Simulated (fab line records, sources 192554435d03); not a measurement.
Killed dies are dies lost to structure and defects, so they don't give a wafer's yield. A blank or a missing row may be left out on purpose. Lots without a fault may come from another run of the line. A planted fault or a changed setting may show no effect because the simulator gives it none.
fab line records | flow n5_finfet
record lots=6 wafers=18 last_day=18
route steps=1938 shown BEOL_M4@1055 PASSIVATION@1936
lots that met no fault: from a run of the same line without faults
start_h: hours from the record's first day to the start of the lot's first wafer shown | wait_h: hours since the lot's step before | " the same as in the row above | L1.1+2: a row that stands for several wafers | - no value, or no start given | * or withheld: withheld | < > ~ a bound
route shown NAME@n: a module of which the file shows steps, and the number in the route of the first | usual: mean/standard deviation of fault-free wafers | same: alike in all rows | chamber/n: place in a boat | sites: the reading at each site | _std_site: their standard deviation | _edge_site: outer sites' mean less inner sites' | radius_mm: how far each site lies from the wafer's centre | mask NAME#n: copy n | behind: the tool/chamber that last shaped the wafer | hold: why the lot was held/for how many hours/how that ended | device: the transistor (n, p or np) that didn't switch | end of line: the same wafers' tests at the end of the route | a step without rows: its recipe alone | killed: dies lost to structure and defects at the first sort, not the wafer's yield | map: a wafer's dies, x killed, . not, _ none there
set.NAME: the setting as run; set.NAME@STEP: as run at that earlier step | model.NAME: the simulator's own value behind a step, which no gauge read
lots at some steps of the route; a table a step, a row a wafer
services: from which hour (start_h, from the record's first day; less than 0 if before it) a tool's chamber was out of use, for how many hours, and why
## steps
# step N5_BEOL_M4_DEVELOP_27
# recipe develop_time_s=30 developer=TMAH resist=CAR-EUV rinse_liquid=surfactant_rinse dry=air_spin dev_temp_c=23
# step N5_BEOL_M4_CD_MEAS_28
# recipe target_cd_nm=26.2 landing_energy_ev=500 detector=se_inlens target_cd_y_nm=24.1 polarity=opening
# usual cd_nm=26.10/0.25
# same landing_energy_ev=500
# columns lot.wafer tool chamber start_h wait_h cd_nm
L146.1 cd_sem-02 0 207.34 - 25.94
L146.2 " 0 " " 26.07
L146.3 " 0 " " 25.72
L149.2 cd_sem-01 0 216.23 - 26.15
L149.3 " 0 " " 25.63
L149.5 " 0 " " 25.99
L150.2 cd_sem-01 0 230.83 - 25.94
L150.3 " 0 " " 26.02
L150.5 " 0 " " 25.97
L155.2 cd_sem-02 0 263.64 - 25.88
L155.3 " 0 " " 26.23
L155.4 " 0 " " 25.91
L162.1 cd_sem-03 0 296.80 - 25.73
L162.2 " 0 " " 26.16
L162.4 " 0 " " 26.04
L163.3 cd_sem-02 0 307.19 - 26.12
L163.4 " 0 " " 26.17
L163.6 " 0 " " 26.19
# step N5_BEOL_M4_OVL_MEAS_29
# recipe points_per_wafer=522
# usual V3_OVL=0.0/0.7
# columns lot.wafer tool chamber start_h wait_h V3_OVL[nm]
L146.1 overlay-01 0 207.37 0.0 0.9
L146.2 " 0 " " 0.6
L146.3 " 0 " " 0.8
L149.2 overlay-01 0 216.27 0.0 -0.1
L149.3 " 0 " " 0.6
L149.5 " 0 " " -0.1
L150.2 overlay-02 0 230.86 0.0 -1.0
L150.3 " 0 " " -0.6
L150.5 " 0 " " 0.0
L155.2 overlay-01 0 263.67 0.0 -2.3
L155.3 " 0 " " -0.5
L155.4 " 0 " " -1.0
L162.1 overlay-02 0 296.83 0.0 0.4
L162.2 " 0 " " 0.1
L162.4 " 0 " " 0.8
L163.3 overlay-01 0 307.23 0.0 0.4
L163.4 " 0 " " 0.7
L163.6 " 0 " " 1.7
# step N5_BEOL_M4_INSPECT_30
# recipe mode=adi inspect_instrument=brightfield
# usual raw_defect_count=418/91
# columns lot.wafer tool chamber start_h wait_h raw_defect_count
L146.1 defect_inspect-02 - 207.43 0.1 410
L146.2 " - " " 323
L146.3 " - " " 405
L149.2 defect_inspect-02 - 216.32 0.0 538
L149.3 " - " " 434
L149.5 " - " " 412
L150.2 defect_inspect-01 - 230.92 0.0 296
L150.3 " - " " 243
L150.5 " - " " 386
L155.2 defect_inspect-02 - 263.72 0.0 377
L155.3 " - " " 308
L155.4 " - " " 297
L162.1 defect_inspect-02 - 296.89 0.1 383
L162.2 " - " " 351
L162.4 " - " " 534
L163.3 defect_inspect-01 - 307.27 0.0 319
L163.4 " - " " 312
L163.6 " - " " 387
# step N5_BEOL_M4_DESCUM_33
# recipe chemistry=O2 time_s=7 source_power_w=50 bias_power_w=20 pressure_mtorr=20 rf_frequency_hz=2.712e+07 temp_c=40 resist=CAR-EUV o2_flow_sccm=225
# usual drypump_motor_current_A=5.8/0.44 oes_product_au=0.76/0.079 rf_vpp_V=243.2/1.3 showerhead_plenum_p_Torr=2.10/0.073 throttle_valve_pct=20.6/0.32
# columns lot.wafer tool chamber start_h wait_h drypump_motor_current_A oes_product_au rf_hours_counter_h rf_vpp_V showerhead_plenum_p_Torr throttle_valve_pct
L146.1 rie_diel-05 3 207.47 0.0 5.6 0.67 238 243.7 2.15 20.3
L146.2 " 1 " " 4.8 0.67 216 245.2 2.17 21.0
L146.3 " 2 " " 5.9 0.69 213 241.1 2.07 20.4
L149.2 rie_diel-01 2 216.35 0.0 5.7 0.74 193 245.1 2.20 21.1
L149.3 " 2 " " 5.7 0.74 - 243.5 2.19 21.1
L149.5 " 1 " " 6.6 0.91 - 245.1 2.16 20.0
L150.2 rie_diel-01 0 231.01 0.1 6.3 0.96 6 244.6 2.24 20.6
L150.3 " 1 " " 6.5 0.89 17 243.4 2.16 20.0
L150.5 " 2 " " 5.7 0.73 - 243.6 2.19 21.1
L155.2 rie_diel-01 1 263.91 0.2 6.6 0.87 28 245.5 2.16 20.0
L155.3 " 0 " " 6.3 0.93 17 244.3 2.24 20.6
L155.4 " 2 " " 5.7 0.72 211 244.7 2.19 21.1
L162.1 rie_diel-02 1 296.93 0.0 5.8 0.72 191 242.0 1.98 20.4
L162.2 " 2 " " 5.7 0.76 136 243.8 2.10 20.5
L162.4 " 0 " " 5.3 0.71 240 242.6 2.07 20.9
L163.3 rie_diel-01 2 307.34 0.1 5.7 0.72 229 243.7 2.18 21.2
L163.4 " 1 " " 6.5 0.85 41 244.4 2.15 20.0
L163.6 " 2 " " 5.7 0.71 - 244.1 2.18 21.2
# step N5_BEOL_M4_ETCH_77
# recipe chemistry=N2/H2 target=underlayer target_depth_a=65 mask_material=CAR-EUV time_s=5.2 ion_energy_ev=200 pressure_mtorr=30 source_w=840 bias_w=150 n2_flow_sccm=200 h2_flow_sccm=200 ends=cleared
# usual drypump_motor_current_A=5.8/0.44 etch_rf_on_time_s=5.26/0.15 h2_flow_sccm=200.0/0.58 oes_product_au=0.65/0.071 rf_fwd_power_W=819.5/2.7 rf_vpp_V=523.8/2.6 showerhead_plenum_p_Torr=2.55/0.076 throttle_valve_pct=18.0/0.3
# columns lot.wafer tool chamber start_h wait_h drypump_motor_current_A etch_rf_on_time_s h2_flow_sccm oes_product_au rf_fwd_power_W rf_hours_counter_h rf_vpp_V showerhead_plenum_p_Torr throttle_valve_pct
L146.1 rie_diel-05 3 207.50 0.0 5.6 5.37 201.2 0.57 818.7 238 524.4 2.61 17.8
L146.2 " 1 " " 4.8 5.31 199.8 0.58 821.3 216 527.1 2.61 18.3
L146.3 " 2 " " 5.9 5.14 200.7 0.61 815.8 213 524.0 2.49 17.6
L149.2 rie_diel-01 2 216.40 0.0 5.7 5.23 199.9 0.64 819.8 193 527.0 2.63 18.3
L149.3 " 2 " " 5.7 5.20 199.9 0.64 819.2 - 527.2 2.63 18.3
L149.5 " 1 " " 6.5 5.13 199.0 0.77 817.3 - 524.6 2.63 17.4
L150.2 rie_diel-01 0 231.04 0.0 6.3 5.06 199.7 0.83 817.8 6 527.5 2.72 17.9
L150.3 " 1 " " 6.5 5.17 200.9 0.76 823.6 17 525.5 2.63 17.4
L150.5 " 2 " " 5.7 5.27 200.0 0.62 818.8 - 526.7 2.63 18.3
L155.2 rie_diel-01 1 263.95 0.0 6.5 5.11 200.3 0.74 822.6 28 527.2 2.62 17.4
L155.3 " 0 " " 6.3 5.08 200.0 0.81 819.4 17 526.6 2.72 17.9
L155.4 " 2 " " 5.7 5.21 199.5 0.62 818.7 211 526.1 2.63 18.3
L162.1 rie_diel-02 1 296.96 0.0 5.9 5.30 200.8 0.59 818.1 191 522.0 2.45 18.2
L162.2 " 2 " " 5.8 5.47 200.2 0.63 822.6 136 524.2 2.56 18.0
L162.4 " 0 " " 5.3 5.16 199.1 0.59 819.9 240 522.5 2.52 18.5
L163.3 rie_diel-01 2 307.37 0.0 5.7 5.16 199.9 0.62 821.4 229 524.5 2.62 18.4
L163.4 " 1 " " 6.6 5.09 199.4 0.73 820.7 41 525.9 2.62 17.5
L163.6 " 2 " " 5.7 5.15 199.9 0.62 815.7 - 526.5 2.62 18.4
# step N5_BEOL_M4_ETCH_69
# recipe chemistry=CF4 target=SiARC target_depth_a=156 mask_material=CAR-EUV time_s=26 ion_energy_ev=80 pressure_mtorr=40 source_w=545 bias_w=36 Ar_flow_sccm=100 cf4_flow_sccm=100 ends=cleared
# usual drypump_motor_current_A=5.8/0.44 etch_rf_on_time_s=26.3/0.85 oes_product_au=0.65/0.074 rf_fwd_power_W=532.3/2 rf_vpp_V=184.1/1.2 showerhead_plenum_p_Torr=2.14/0.066 throttle_valve_pct=15.72/0.29
# columns lot.wafer tool chamber start_h wait_h drypump_motor_current_A etch_rf_on_time_s oes_product_au rf_fwd_power_W rf_hours_counter_h rf_vpp_V showerhead_plenum_p_Torr throttle_valve_pct
L146.1 rie_diel-05 3 207.52 0.0 5.6 26.8 0.58 530.9 238 185.3 2.21 15.70
L146.2 " 1 " " 4.8 27.2 0.57 529.7 216 184.6 2.20 16.00
L146.3 " 2 " " 5.9 25.7 0.61 531.1 213 183.2 2.11 15.70
L149.2 rie_diel-01 2 216.43 0.0 5.7 26.1 0.63 529.7 193 183.9 2.20 16.00
L149.3 " 2 " " 5.7 25.8 0.64 531.5 - 186.1 2.20 15.98
L149.5 " 1 " " 6.6 25.3 0.80 532.1 - 184.2 2.18 14.98
L150.2 rie_diel-01 0 231.06 0.0 6.3 25.0 0.86 534.5 6 184.3 2.28 15.63
L150.3 " 1 " " 6.5 25.2 0.78 532.7 17 183.9 2.18 15.00
L150.5 " 2 " " 5.7 26.5 0.63 532.9 - 184.8 2.20 16.03
L155.2 rie_diel-01 1 263.96 0.0 6.5 25.0 0.75 530.4 28 185.4 2.17 15.02
L155.3 " 0 " " 6.3 25.4 0.81 531.7 17 186.1 2.28 15.67
L155.4 " 2 " " 5.7 26.1 0.63 531.5 211 184.6 2.20 16.03
L162.1 rie_diel-02 1 296.98 0.0 5.9 26.9 0.60 534.1 191 182.3 2.02 15.59
L162.2 " 2 " " 5.7 27.9 0.63 530.2 136 184.1 2.16 15.78
L162.4 " 0 " " 5.3 25.8 0.59 534.4 240 182.9 2.12 16.05
L163.3 rie_diel-01 2 307.39 0.0 5.7 25.7 0.61 532.6 229 186.5 2.19 16.08
L163.4 " 1 " " 6.6 25.3 0.74 534.3 41 185.2 2.17 15.04
L163.6 " 2 " " 5.7 26.0 0.62 531.9 - 184.8 2.19 16.06
# step N5_BEOL_M4_ALD_98
# recipe material=SiO2 target_thk_a=25 temp_c=100 ald_precursor_family=BDEAS ald_co_reactant=O2-plasma pulse_time_s=1 co_reactant_pulse_time_s=1 purge_time_s=2 co_reactant_purge_time_s=2 ald_cycles=17 pressure_torr=2
# usual heater_power_w=76/6.1 precursor_pulse_height_rel=0.999/0.018
# same co_reactant_pulse_time_s=1
# columns lot.wafer tool chamber start_h wait_h heater_power_w precursor_pulse_height_rel
L146.1 ald_sin-02 0 207.68 0.1 67 0.996
L146.2 " 3 " " 78 1.001
L146.3 " 2 " " 79 0.981
L149.2 ald_sin-02 3 216.55 0.1 78 0.989
L149.3 " 0 " " 69 0.991
L149.5 " 1 " " 68 1.009
L150.2 ald_sin-02 1 231.14 0.1 68 1.003
L150.3 " 2 " " 81 1.003
L150.5 " 1 " " 71 0.978
L155.2 ald_sin-02 0 264.05 0.1 65 1.021
L155.3 " 1 " " 70 0.983
L155.4 " 3 " " 79 0.991
L162.1 ald_sin-01 0 297.39 0.4 84 0.989
L162.2 " 3 " " 73 0.992
L162.4 " 2 " " 72 0.947
L163.3 ald_sin-02 0 307.47 0.1 68 1.008
L163.4 " 3 " " 79 1.016
L163.6 " 3 " " 80 0.968
# step N5_BEOL_M4_ETCHBACK_99
# recipe chemistry=CHF3 target=SiO2 target_depth_a=50 time_s=10.4 source_w=215 bias_w=47 Ar_flow_sccm=200 CHF3_flow_sccm=12 ion_energy_ev=100 pressure_mtorr=30
# step N5_BEOL_M4_ETCH_70
# recipe chemistry=N2/H2 target=SOC target_depth_a=800 overetch_a=240 mask_material=SiARC temp_c=40 time_s=130 ion_energy_ev=200 pressure_mtorr=30 source_w=840 bias_w=150 n2_flow_sccm=200 h2_flow_sccm=200
# usual drypump_motor_current_A=5.8/0.37 h2_flow_sccm=200.0/0.58 oes_product_au=0.57/0.058 rf_fwd_power_W=836.0/2.4 rf_vpp_V=523.7/2.4 showerhead_plenum_p_Torr=2.55/0.076 throttle_valve_pct=18.02/0.27
# columns lot.wafer tool chamber start_h wait_h drypump_motor_current_A h2_flow_sccm oes_product_au rf_fwd_power_W rf_hours_counter_h rf_vpp_V showerhead_plenum_p_Torr throttle_valve_pct
L146.1 rie_diel-02 1 214.70 0.0 5.9 199.4 0.54 837.0 152 520.8 2.47 18.08
L146.2 " 3 " " 5.9 200.5 0.64 832.9 43 523.7 2.50 17.95
L146.3 " 0 " " 5.3 200.3 0.53 839.5 206 523.7 2.53 18.37
L149.2 rie_diel-02 1 228.79 0.0 5.9 199.4 0.55 836.8 158 521.1 2.47 18.10
L149.3 " 1 " " 5.9 199.5 0.54 836.4 - 521.2 2.47 18.09
L149.5 " 3 " " 5.9 200.1 0.64 838.9 - 522.6 2.49 17.96
L150.2 rie_diel-02 0 239.88 0.0 5.3 201.0 0.52 837.9 213 522.3 2.53 18.39
L150.3 " 1 " " 5.9 200.1 0.53 833.5 164 521.0 2.46 18.11
L150.5 " 2 " " 5.8 199.6 0.59 835.7 - 523.6 2.58 17.90
L155.2 rie_diel-01 3 270.81 0.0 5.7 201.1 0.54 832.8 206 523.1 2.52 17.97
L155.3 " 0 " " 6.2 200.6 0.68 835.1 21 527.8 2.72 17.88
L155.4 " 3 " " 5.7 200.5 0.54 837.3 - 522.5 2.52 17.94
L162.1 rie_diel-05 3 303.61 0.0 5.6 199.2 0.68 839.0 15 524.7 2.60 17.39
L162.2 " 2 " " 5.9 200.5 0.50 837.0 247 523.1 2.48 17.65
L162.4 " 0 " " 6.4 201.0 0.54 840.3 - 522.4 2.43 18.00
L163.3 rie_diel-02 3 314.17 0.0 5.9 199.6 0.62 836.7 65 522.8 2.49 17.99
L163.4 " 2 " " 5.7 199.5 0.56 833.8 143 522.9 2.56 17.97
L163.6 " 0 " " 5.3 199.3 0.51 833.4 - 522.4 2.52 18.43
# step N5_BEOL_M4_STRIP_71
# recipe chemistry=N2/H2 temp_c=40 n2_flow_sccm=200 h2_flow_sccm=200 rf_frequency_hz=6e+07
# step N5_BEOL_M4_STRIP_78
# recipe chemistry=N2/H2 temp_c=40 n2_flow_sccm=200 h2_flow_sccm=200 rf_frequency_hz=6e+07
# step N5_BEOL_M4_VIA_ETCH_34
# recipe chemistry=C4F6/O2 target_depth_a=694 mask_material=SOC pressure_mtorr=15 ion_energy_ev=250 taper_deg=4 time_s=65.9 source_w=350 bias_w=170 Ar_flow_sccm=300 C4F6_flow_sccm=10 O2_flow_sccm=10
# usual drypump_motor_current_A=5.8/0.37 oes_product_au=0.77/0.083 rf_fwd_power_W=347.0/1.2 rf_vpp_V=665/21 showerhead_plenum_p_Torr=2.83/0.093 throttle_valve_pct=30.9/0.36
# columns lot.wafer tool chamber start_h wait_h drypump_motor_current_A oes_product_au rf_fwd_power_W rf_hours_counter_h rf_vpp_V showerhead_plenum_p_Torr throttle_valve_pct model.etch.depth_nm model.SOC_of_BEOL_M4_COAT_67.thk_nm
L146.1 rie_diel-02 1 214.81 0.0 5.9 0.73 346.4 152 685 2.71 30.5 68 51.8
L146.2 " 3 " " 5.9 0.89 347.4 43 655 2.77 30.6 70 51.8
L146.3 " 0 " " 5.3 0.72 349.0 206 630 2.81 31.2 69.26 52
L149.2 rie_diel-02 1 228.95 0.0 5.9 0.68 263.8 159 784 2.71 30.5 61.33 52.8
L149.3 " 1 " " 5.9 0.67 262.4 - 784 2.71 30.5 61.15 52.8
L149.5 " 3 " " 5.9 0.82 264.7 - 750 2.77 30.6 62.99 52.6
L150.2 rie_diel-02 0 239.98 0.0 5.3 0.66 263.9 213 721 2.81 31.2 61.87 52.8
L150.3 " 1 " " 5.9 0.67 265.0 164 784 2.70 30.5 60.27 53.2
L150.5 " 2 " " 5.7 0.73 263.2 - 789 2.88 30.9 60.48 53
L155.2 rie_diel-01 3 270.92 0.0 5.8 0.73 345.4 206 660 2.80 30.8 69.11 52.2
L155.3 " 0 " " 6.3 0.93 347.0 21 634 3.04 31.3 70.61 51.6
L155.4 " 3 " " 5.8 0.73 344.6 - 659 2.80 30.8 69.13 52
L162.1 rie_diel-05 3 303.72 0.0 5.6 0.92 347.2 15 680 2.91 30.4 68.7 51.8
L162.2 " 2 " " 5.9 0.70 347.3 247 678 2.79 30.5 71.33 51.8
L162.4 " 0 " " 6.4 0.71 349.6 - 645 2.73 30.9 66.78 52.2
L163.3 rie_diel-02 3 314.27 0.0 5.9 0.85 346.3 65 656 2.76 30.7 69.62 51.8
L163.4 " 2 " " 5.8 0.75 345.7 143 688 2.87 30.9 68 51.6
L163.6 " 0 " " 5.3 0.69 349.3 - 629 2.80 31.2 68.53 51.8
# step N5_BEOL_M4_STRIP_83
# recipe chemistry=C4F6/O2 resist=SiARC rf_frequency_hz=6e+07
# step N5_BEOL_M4_RC_MEAS_101
# usual DIBL_N=36.0/2.5 DIBL_P=36.2/3 IOFF_N=0.16/0.044 IOFF_P=0.21/0.049 ION_N=671/15 ION_P=461/8.7 SS_N=71.5/0.72 SS_P=73.4/0.9 VT_N=251/4.4 VT_P=-250/4
# columns lot.wafer tool chamber start_h wait_h DIBL_N[mV/V] DIBL_P[mV/V] IOFF_N[nA/um] IOFF_P[nA/um] ION_N[uA/um] ION_P[uA/um] SS_N[mV/dec] SS_P[mV/dec] VT_N[mV] VT_P[mV]
L146.1 prober-01 0 219.12 0.0 38.4 39.2 0.18 0.26 695 476 71.3 74.3 248 -250
L146.2 " 0 " " 38.6 40.1 0.19 0.30 680 467 72.1 74.8 248 -245
L146.3 " 0 " " 35.0 34.7 0.12 0.19 669 466 70.2 73.2 254 -252
L149.2 prober-01 0 233.52 0.2 31.5 31.0 0.10 0.14 656 452 70.4 72.0 257 -256
L149.3 " 0 " " 36.9 38.6 0.18 0.27 674 467 71.1 73.7 246 -247
L149.5 " 0 " " 35.3 36.5 0.15 0.22 671 458 71.7 73.0 248 -247
L150.2 prober-02 0 244.47 0.2 35.3 34.4 0.13 0.20 671 460 71.0 73.2 251 -251
L150.3 " 0 " " 34.0 31.9 0.11 0.16 648 448 70.5 72.6 256 -252
L150.5 " 0 " " 33.5 31.9 0.10 0.16 656 463 70.2 73.2 254 -250
L155.2 prober-02 0 275.85 0.2 41.2 43.1 0.31 0.37 692 473 72.8 74.9 240 -241
L155.3 " 0 " " 36.6 37.7 0.19 0.24 683 465 71.4 73.0 245 -248
L155.4 " 0 " " 36.9 38.5 0.20 0.26 682 473 72.0 74.0 245 -245
L162.1 prober-01 0 308.34 0.0 39.0 39.1 0.20 0.29 666 460 72.7 74.2 248 -248
L162.2 " 0 " " 35.8 35.5 0.15 0.20 658 457 71.9 72.7 252 -250
L162.4 " 0 " " 35.1 34.9 0.14 0.19 684 470 70.8 73.6 250 -250
L163.3 prober-02 0 319.01 0.3 30.4 29.3 0.07 0.10 638 438 70.0 71.8 261 -263
L163.4 " 0 " " 35.3 35.9 0.12 0.18 662 456 71.2 73.4 256 -255
L163.6 " 0 " " 33.7 33.6 0.11 0.14 660 453 71.0 73.0 256 -258
# step N5_PASSIVATION_PROBE_49
# usual defect_limited_yield=91.7/1.4 killed_at_M0_to_M3=31/11 killed_at_M4_up=13/4.6 killed_at_contacts=13/6.7 killed_at_front_end=39/9.6 killed_at_other=3.5/2.8 killed_dies=98/16 killed_open=64/11 killed_short=33/8.5 sort_bin_4_leakage=0.00/0.032 sort_bin_5_function=4.9/0.96 sort_bin_6_memory=3.1/0.59 sort_bin_8_speed=0.2/1.3 sort_n_pass=1080/23 sort_yield_pct=91.5/1.9
# same gross_dies=1180 killed_at_back_side=0
# columns lot.wafer tool chamber start_h wait_h defect_limited_yield[%] killed_at_M0_to_M3 killed_at_M4_up killed_at_contacts killed_at_front_end killed_at_other killed_dies killed_open killed_short sort_bin_4_leakage[%] sort_bin_5_function[%] sort_bin_6_memory[%] sort_bin_8_speed[%] sort_n_pass sort_yield_pct[%]
L149.2 prober-02 - 339.34 0.1 92.3 37 13 10 30 1 91 67 23 0 4.2 3.4 0 1089 92.3
L149.3 prober-02 - 339.39 0.1 92.5 34 13 3 33 5 88 58 30 0 4.8 2.3 0 1092 92.5
L149.5 prober-02 - 339.49 0.2 89.7 44 16 12 45 4 121 72 48 0 6.6 3.3 0 1059 89.7
L155.4 prober-02 - 375.42 0.2 92.1 36 14 10 33 0 93 61 25 0 5.2 2.7 0 1087 92.1
# killed by level:class
L149.2 BEOL_M0_SAQP:geometric_particle:open=12 FIN_SAQP:geometric_particle:short=9 FIN_SAQP:geometric_particle:open=8 MOL_CONTACT_COAG:geometric_particle:open=8 BEOL_M4:geometric_particle:open=8 BEOL_M1:geometric_particle:open=6 BEOL_M2:geometric_particle:open=6 BEOL_M3:geometric_particle:open=6
L149.3 FIN_SAQP:geometric_particle:short=11 BEOL_M3:geometric_particle:open=11 BEOL_M0_SAQP:geometric_particle:open=10 FIN_SAQP:geometric_particle:open=6 STI_FIN_REVEAL:geometric_particle:open=5 BEOL_M4:geometric_particle:short=4 BEOL_M2:geometric_particle:open=4 BEOL_M1:geometric_particle:open=4
L149.5 FIN_SAQP:geometric_particle:short=17 BEOL_M0_SAQP:geometric_particle:short=12 FIN_SAQP:geometric_particle:open=11 BEOL_M2:geometric_particle:open=11 MOL_CONTACT_COAG:geometric_particle:open=10 BEOL_M0_SAQP:geometric_particle:open=9 BEOL_M4:geometric_particle:open=7 STI_FIN_REVEAL:geometric_particle:open=3
L155.4 BEOL_M0_SAQP:geometric_particle:open=10 FIN_SAQP:geometric_particle:open=9 MOL_CONTACT_COAG:geometric_particle:open=9 BEOL_M0_SAQP:geometric_particle:short=9 BEOL_M2:geometric_particle:open=7 STI_FIN_REVEAL:geometric_particle:open=6 BEOL_M1:geometric_particle:open=4 BEOL_M4:geometric_particle:open=4
## services
# columns tool chamber start_h hours kind
ald_sin-01 0 190.75 - clean
ald_sin-01 1 190.75 - clean
ald_sin-01 2 190.75 - clean
rie_diel-02 - 195.71 3.6 repair
rie_diel-01 0 199.26 - clean
rie_diel-01 0 199.26 - consumable_replace:focus_ring
rie_diel-01 0 199.26 - consumable_replace:showerhead
rie_diel-01 0 199.26 18.1 scheduled_down
rie_diel-01 0 199.26 18.1 vent_cycle
rie_diel-05 0 203.48 8.1 repair
rie_diel-02 2 205.00 27.5 repair
rie_diel-02 0 226.35 10.5 repair
ald_sin-01 3 229.64 20.2 repair
rie_diel-02 3 241.86 46.0 repair
rie_diel-05 3 243.39 - clean
rie_diel-05 3 243.39 - consumable_replace:focus_ring
rie_diel-05 3 243.39 13.8 scheduled_down
rie_diel-05 3 243.39 13.8 vent_cycle
ald_sin-02 3 248.55 4.9 repair
rie_diel-05 - 266.00 4.0 pm
ald_sin-01 2 274.54 1.4 repair
rie_diel-05 1 297.00 - clean
rie_diel-05 1 297.00 - consumable_replace:focus_ring
ald_sin-02 0 297.33 2.5 repair
## key
first_sign step=N5_BEOL_M4_VIA_ETCH_34 reading=rf_fwd_power_W direction=down sigmas=68 usual=* struck=*
effect step=N5_BEOL_M4_VIA_ETCH_34 reading=rf_vpp_V direction=up sigmas=4.8 usual=665 struck=769
model_effect step=N5_BEOL_M4_VIA_ETCH_34 value=etch.depth_nm without=68.21 struck=61.35
met_at N5_BEOL_M4_VIA_ETCH_34
struck_wafers L149.2,L149.3,L149.5,L150.2,L150.3,L150.5
onset_between 214.81 228.95
fault kind=process_parameter_drift tool=rie_diel-02 chamber=- onset_h=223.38 steps=N5_BEOL_M4_VIA_ETCH_34 channel=source_w offset=-84 shape=step end_h=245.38 acts_in=these_recipes_only stated=350
